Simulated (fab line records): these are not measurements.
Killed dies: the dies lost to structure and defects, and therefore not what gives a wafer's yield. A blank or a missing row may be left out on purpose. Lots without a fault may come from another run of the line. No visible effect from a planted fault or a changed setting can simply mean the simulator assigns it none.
Lot-split experiment ; flow n5 finfet ; 7 lots, 21 wafers read, on a route of 1938 steps

THE SPLIT
At N5_BEOL_M11_TRENCH_ETCH_37 (etches SiCOH lowk in C4F6/O2, target depth 148.83 nm, time 48 s), the setting bias w was moved away from the recipe's 185 W on 8 of the 21 wafers read, by -9.9% to +17.2%. All remaining wafers had this setting at the recipe value.

The reading is taken at the split's own step.

THE READING
rf vpp V, in V, at N5_BEOL_M11_TRENCH_ETCH_37 (etches SiCOH lowk in C4F6/O2, target depth 148.83 nm, time 48 s). A value of 671 V with a standard deviation of 11 V is what fault-free wafers of this fab line usually give.

wafer;tool, chamber at the split;bias w as run, W;against the recipe;rf vpp V, V;against lot-mates on the recipe
L074.2;rie diel-02, 0;185;recipe;675;-
L074.5;rie diel-02, 2;173.2;-6.4%;644;-31
L074.6;rie diel-02, 3;173.2;-6.4%;633;-42
L077.1;rie diel-02, 2;185;recipe;677;-
L077.4;rie diel-02, 1;185;recipe;672;-
L077.5;rie diel-02, 1;216.7;+17.1%;761;+86
L080.2;rie diel-05, 3;172.1;-7.0%;631;-37
L080.5;rie diel-05, 1;172.1;-7.0%;630;-38
L080.6;rie diel-05, 3;185;recipe;668;-
L085.1;rie diel-05, 0;185;recipe;699;-
L085.4;rie diel-05, 2;185;recipe;655;-
L085.5;rie diel-05, 1;216.8;+17.2%;754;+77
L087.2;rie diel-04, 1;166.7;-9.9%;609;-75
L087.3;rie diel-04, 2;185;recipe;684;-
L087.6;rie diel-04, 1;166.7;-9.9%;606;-78
L091.1;rie diel-04, 0;185;recipe;673;-
L091.3;rie diel-04, 1;185;recipe;661;-
L091.6;rie diel-04, 0;185;recipe;672;-
L095.1;rie diel-02, 1;185;recipe;673;-
L095.4;rie diel-02, 0;185;recipe;676;-
L095.5;rie diel-02, 1;185;recipe;670;-

FIT RESULTS
A straight line over all 21 wafers: rf vpp V changes by +5.4 V for each +1% of bias w; r = +0.97; the points scatter about the line by 9.7 V.
The same after taking each lot's own level away (the mean of its wafers on the recipe; 21 wafers): +5.47 V for each +1%; r = +0.96; scatter 11 V.
That fit puts the effect of the largest move of bias w on the reading at 94 V.
From 668.0 to 684.0 V: that is the span of the lots' own levels, equal to 1.5 times the standard deviation above.
The two slopes agree, so the slope changes little with the lot-to-lot level.
Check: with one of the wafers moved furthest among these (+17.2%) left out of the fit, the line predicts +98.8 V for it against its lot-mates. Against them it came out at +77 V.
Tool readings at the split's step, against how far the setting was moved: rf vpp V r = +0.97.

OTHER SPLITS ON THESE WAFERS
These wafers also went through other splits before the reading. Each is held against what the fit with the lots' levels taken away leaves over:
other split on the same wafers;wafers away from the commonest value;r with rf vpp V (lot level and that fit taken away)
N5_BEOL_M11_VIA_ETCH_34 time s;6;-0.25

THE FILE'S OWN FIT
rf vpp V changes by +5.25 V for each +1% of bias w, r = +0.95.
